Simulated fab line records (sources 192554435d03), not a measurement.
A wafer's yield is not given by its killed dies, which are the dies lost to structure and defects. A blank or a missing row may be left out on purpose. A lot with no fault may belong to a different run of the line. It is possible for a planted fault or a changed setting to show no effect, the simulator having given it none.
Comparing a struck lot with a sound one	flow n5-finfet	17 steps out of a route of 1938
Sound: the wafers L793.3, L793.4. Wafers L781.2, L781.3, L781.6 were the ones struck. The cause is given at the end.
Order at every step that has rows: each side's tool, ch and its chambers, its first start. Under that, the readings that differ: sound wafers	struck wafers	difference of the means	sigmas: that difference in standard deviations of wafers without a fault.
alike: readings whose means differ by less than 2 such deviations, and words and numbers that are the same on both sides. not compared: withheld readings, readings that some wafer has no value for, bounds like >300 that may hide the same value, and numbers for which the record gives no deviation and whose values overlap.
A row with sigmas, a row that says differs or no value, or rows on one side alone: a step with any of these is where the two part. Non-overlapping numbers with no deviation appear without sigmas and do not part them. A reading missing from all wafers of one side parts the sides only when that side holds two or more wafers.

first, 3 steps without rows for these wafers: N5_HKMG_FIN_WET_ETCH_65 (etches a-Si in TMAH, stops on TiN, time 49 s, target depth 3 nm); N5_HKMG_FIN_WET_ETCH_81 (etches TiN in SC1, stops on HfO2, time 57 s, target depth 6 nm); N5_HKMG_FIN_WET_ETCH_82 (etches La2O3 in dHCl, stops on HfO2, target depth 2 nm, rinse time 30 s).
N5_HKMG_FIN_ALD_36: deposits TiN, target thk 1 nm, pulse time 1 s, purge time 3 s.
  sound on ald-metal-04 ch 0,1, day 7 22:47; struck on ald-metal-04 ch 0,1,3, day 5 00:44
  alike: heater-power-w, precursor-pulse-height-rel
N5_HKMG_FIN_THK_MEAS_70: measures by xrf.
  struck on film-metro-02, day 5 01:01; sound on film-metro-02, day 7 23:04
reading	sound	struck	difference	sigmas
HK_THK (nm)	1.562 1.613	1.621 1.640 1.643	+0.047	+2
N5_HKMG_FIN_PWFM_ALD_03: deposits TiN, target thk 2 nm, pulse time 1 s, purge time 3 s.
  sound on ald-metal-03 ch 0,3, day 7 23:06; struck on ald-metal-03 ch 1,2,3, day 5 01:02
  alike: heater-power-w, precursor-pulse-height-rel
then, 6 steps without rows for these wafers: N5_HKMG_FIN_COAT_29 (time 60 s, resist thk 300 nm); N5_HKMG_FIN_COAT_30 (time 60 s, resist thk 35 nm); N5_HKMG_FIN_COAT_06 (resist thk 90 nm); N5_HKMG_FIN_EBR_08; N5_HKMG_FIN_SOFTBAKE_07 (time 60 s); N5_HKMG_FIN_EXPOSE_09 (exposes mask NWFM).
N5_HKMG_FIN_PEB_10: peb time 60 s.
  sound on litho-track-04 ch 0, day 7 23:52; struck on litho-track-01 ch 0, day 5 01:41
then, 1 step without rows for these wafers: N5_HKMG_FIN_DEVELOP_11 (develop time 30 s).
N5_HKMG_FIN_CD_MEAS_12: the cd target is 92.8 nm.
  sound on cd-sem-02 ch 0, day 7 23:56; struck on cd-sem-03 ch 0, day 5 01:46
reading	sound	struck	difference	sigmas
cd-nm (nm)	93.6 93.5	84.7 84.1 84.5	-9.1	-14
N5_HKMG_FIN_OVL_MEAS_13:
  sound on overlay-02 ch 0, day 7 23:58; struck on overlay-02 ch 0, day 5 01:47
  alike: NWFM_OVL
-- here the record skips 10 days between the struck wafers' starts before and after, leaving off in module HKMG_FIN and picking up in module PASSIVATION (first step shown: number 1936 of the route) --
N5_PASSIVATION_PROBE_49:
  struck on prober-01, day 15 01:15; sound on prober-01, day 17 15:10
  alike: killed_at_M0_to_M3, killed_at_M4_up, killed-at-contacts, killed-at-front-end, killed-at-other, killed-dies, killed-open, killed-short

== WHERE THEY PART ==
First at N5_HKMG_FIN_THK_MEAS_70; last, within this record, at N5_HKMG_FIN_CD_MEAS_12. Later steps at which nothing parts them and some readings are alike: N5_HKMG_FIN_OVL_MEAS_13, N5_PASSIVATION_PROBE_49.

WHY: what the simulator had put in
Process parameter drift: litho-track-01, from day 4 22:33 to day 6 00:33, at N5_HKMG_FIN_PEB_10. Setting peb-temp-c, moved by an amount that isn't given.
